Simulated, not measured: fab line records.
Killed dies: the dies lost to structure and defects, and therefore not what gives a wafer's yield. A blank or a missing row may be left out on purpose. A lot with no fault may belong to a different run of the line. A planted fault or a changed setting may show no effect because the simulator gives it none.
Which of the tools did it? -- flow n5 finfet -- Sampling: 24 lots, 72 wafers, 3 of 1938 route steps

== WHAT THE GAUGES READ, wafer by wafer ==
N5_BEOL_M2_INSPECT_59: inspects for defects (darkfield). Usual: raw defect count 69, standard deviation 23.
lot,measured,on,raw defect count,flag
L075,day 6 21:37,defect inspect-01,31 42 35,
L074,day 6 21:40,defect inspect-01,59 106 79,
L076,day 7 01:58,defect inspect-01,62 43 73,
L077,day 7 13:05,defect inspect-01,93 90 53,
L078,day 7 19:20,defect inspect-02,55 71 52,
L079,day 8 04:36,defect inspect-02,109 100 67,
L080,day 8 04:54,defect inspect-02,72 59 78,
L081,day 8 16:32,defect inspect-01,42 72 77,
L083,day 8 19:16,defect inspect-01,63 74 79,
L082,day 8 20:59,defect inspect-01,46 107 67,
L084,day 8 23:24,defect inspect-02,81 103 151,
L085,day 9 10:44,defect inspect-01,58 43 72,
L086,day 9 18:19,defect inspect-01,55 110 73,
L087,day 9 20:52,defect inspect-02,46 102 70,
L090,day 10 12:28,defect inspect-02,54 44 68,
L088,day 10 12:46,defect inspect-01,67 78 74,
L091,day 10 18:51,defect inspect-01,48 56 56,
L089,day 10 23:12,defect inspect-02,49 90 69,
L092,day 10 23:49,defect inspect-02,104 101 100,
L093,day 11 09:41,defect inspect-01,47 35 47,
L094,day 11 13:51,defect inspect-02,77 79 55,
L095,day 11 23:29,defect inspect-01,73 59 74,
L096,day 12 11:55,defect inspect-02,46 80 36,
L097,day 12 15:07,defect inspect-01,33 40 49,

== TOOL THAT RAN EACH LOT (tool first, then ch and the chambers of the sampled wafers, then the start) ==
lot,N5_BEOL_M2_SPUTTER_94,N5_BEOL_M2_PRE_CLEAN_60
L075,"pvd sputter-01, day 6 20:11","cvd co-01 ch 1,2, day 6 21:22"
L074,"pvd sputter-02, day 6 20:20","cvd co-02 ch 0,1,2, day 6 21:25"
L076,"pvd sputter-03, day 7 00:39","cvd co-02 ch 0,1,2, day 7 01:43"
L077,"pvd sputter-03, day 7 11:47","cvd co-01 ch 1,2, day 7 12:50"
L078,"pvd sputter-02, day 7 17:53","cvd co-02 ch 0,1,2, day 7 19:05"
L079,"pvd sputter-01, day 8 03:19","cvd co-02 ch 0,1, day 8 04:21"
L080,"pvd sputter-03, day 8 03:25","cvd co-01 ch 0,1,2, day 8 04:38"
L081,"pvd sputter-01, day 8 15:13","cvd co-01 ch 0,2, day 8 16:17"
L083,"pvd sputter-01, day 8 17:51","cvd co-02 ch 0,1,2, day 8 18:59"
L082,"pvd sputter-01, day 8 19:41","cvd co-01 ch 0,2, day 8 20:44"
L084,"pvd sputter-01, day 8 21:39","cvd co-01 ch 0,2, day 8 23:08"
L085,"pvd sputter-02, day 9 09:12","cvd co-02 ch 0,1,2, day 9 10:29"
L086,"pvd sputter-01, day 9 16:03","cvd co-02 ch 0,1,2, day 9 18:04"
L087,"pvd sputter-03, day 9 19:18","cvd co-02 ch 0,2, day 9 20:37"
L090,"pvd sputter-03, day 10 11:02","cvd co-02 ch 0,1, day 10 12:05"
L088,"pvd sputter-02, day 10 11:25","cvd co-01 ch 0,1,2, day 10 12:31"
L091,"pvd sputter-02, day 10 17:34","cvd co-02 ch 0,2, day 10 18:37"
L089,"pvd sputter-02, day 10 21:53","cvd co-01 ch 0,2, day 10 22:57"
L092,"pvd sputter-03, day 10 22:31","cvd co-02 ch 0,1, day 10 23:34"
L093,"pvd sputter-03, day 11 08:23","cvd co-01 ch 0,1,2, day 11 09:26"
L094,"pvd sputter-03, day 11 12:33","cvd co-01 ch 0,2, day 11 13:36"
L095,"pvd sputter-02, day 11 22:11","cvd co-02 ch 0,2, day 11 23:14"
L096,"pvd sputter-01, day 12 10:37","cvd co-01 ch 0,1,2, day 12 11:40"
L097,"pvd sputter-01, day 12 13:49","cvd co-02 ch 0,1,2, day 12 14:52"
- N5_BEOL_M2_SPUTTER_94: material Cu, target thk 4.5 nm, time 8.29 s.
- N5_BEOL_M2_PRE_CLEAN_60: time 15 s.

== AS READ BY THE TOOLS THEMSELVES (means over the sampled wafers that have a number; for cases with no such wafer, the mark the record gives instead) ==
N5_BEOL_M2_SPUTTER_94. Usual: chuck sensor temp C -15.8 C, standard deviation 0.44; substrate temp c -19.99 C, standard deviation 0.1; susceptor temp C -20.00 C, standard deviation 0.11; throttle valve pct 29.5 %, standard deviation 1.1.
lot,tool,chuck sensor temp C (C),substrate temp c (C),susceptor temp C (C),throttle valve pct (%),flag
L075,pvd sputter-01,-15.8,-19.98,-20.01,29.3,
L074,pvd sputter-02,-15.9,-20.11,-20.02,29.4,
L076,pvd sputter-03,-15.8,-19.97,-20.07,30.9,
L077,pvd sputter-03,-15.7,-20.00,-19.92,30.5,
L078,pvd sputter-02,-15.9,-19.97,-20.00,29.4,
L079,pvd sputter-01,-16.3,-20.01,-20.04,28.7,
L080,pvd sputter-03,-15.3,-20.04,-19.94,29.7,
L081,pvd sputter-01,-16.0,-19.88,-19.87,29.5,
L083,pvd sputter-01,-16.0,-20.01,-19.98,29.3,
L082,pvd sputter-01,-16.2,-20.04,-19.99,29.4,
L084,pvd sputter-01,-16.1,-20.01,-19.98,29.1,
L085,pvd sputter-02,-15.7,-19.87,-20.08,28.8,
L086,pvd sputter-01,-16.1,-20.00,-20.04,28.7,
L087,pvd sputter-03,-15.5,-20.10,-19.93,29.8,
L090,pvd sputter-03,-15.7,-19.98,-19.93,30.8,
L088,pvd sputter-02,-16.0,-19.90,-20.04,29.6,
L091,pvd sputter-02,-16.0,-20.08,-20.09,29.5,
L089,pvd sputter-02,-16.0,-19.96,-20.08,29.5,
L092,pvd sputter-03,-15.4,-19.97,-20.04,29.5,
L093,pvd sputter-03,-15.5,-19.98,-19.87,30.2,
L094,pvd sputter-03,-15.6,-19.95,-19.94,30.3,
L095,pvd sputter-02,-16.0,-19.88,-19.92,29.4,
L096,pvd sputter-01,-16.1,-19.93,-19.99,28.8,
L097,pvd sputter-01,-16.2,-19.96,-20.00,29.6,

N5_BEOL_M2_PRE_CLEAN_60. Usual: heater power w 75 W, standard deviation 11.
lot,tool,heater power w (W),flag
L075,cvd co-01,63,
L074,cvd co-02,79,
L076,cvd co-02,80,
L077,cvd co-01,71,
L078,cvd co-02,82,
L079,cvd co-02,79,
L080,cvd co-01,66,
L081,cvd co-01,70,
L083,cvd co-02,82,
L082,cvd co-01,75,
L084,cvd co-01,70,
L085,cvd co-02,82,
L086,cvd co-02,81,
L087,cvd co-02,79,
L090,cvd co-02,83,
L088,cvd co-01,67,
L091,cvd co-02,80,
L089,cvd co-01,76,
L092,cvd co-02,84,
L093,cvd co-01,67,
L094,cvd co-01,71,
L095,cvd co-02,78,
L096,cvd co-01,66,
L097,cvd co-02,82,

== THE ANSWER, worked out from the rows above alone ==
Rule: a lot counts as off when the mean over its wafers that have a number is more than 3 standard deviations away from the usual mean. Also off: a lot with no number at a reading for which 4 or more lots have one. Where the step has rows for the other lots, those lots are counted as sound. The gauges are gone through in route order, then the tools' own readings, and for those a lot's mean is taken as printed above. At the first step where some lot is off, the reading lying furthest off is the one used; lots without a number count as furthest.
Nothing can be told from this: no lot is off at any reading shown.

== WHAT THE SIMULATOR PUT IN ==
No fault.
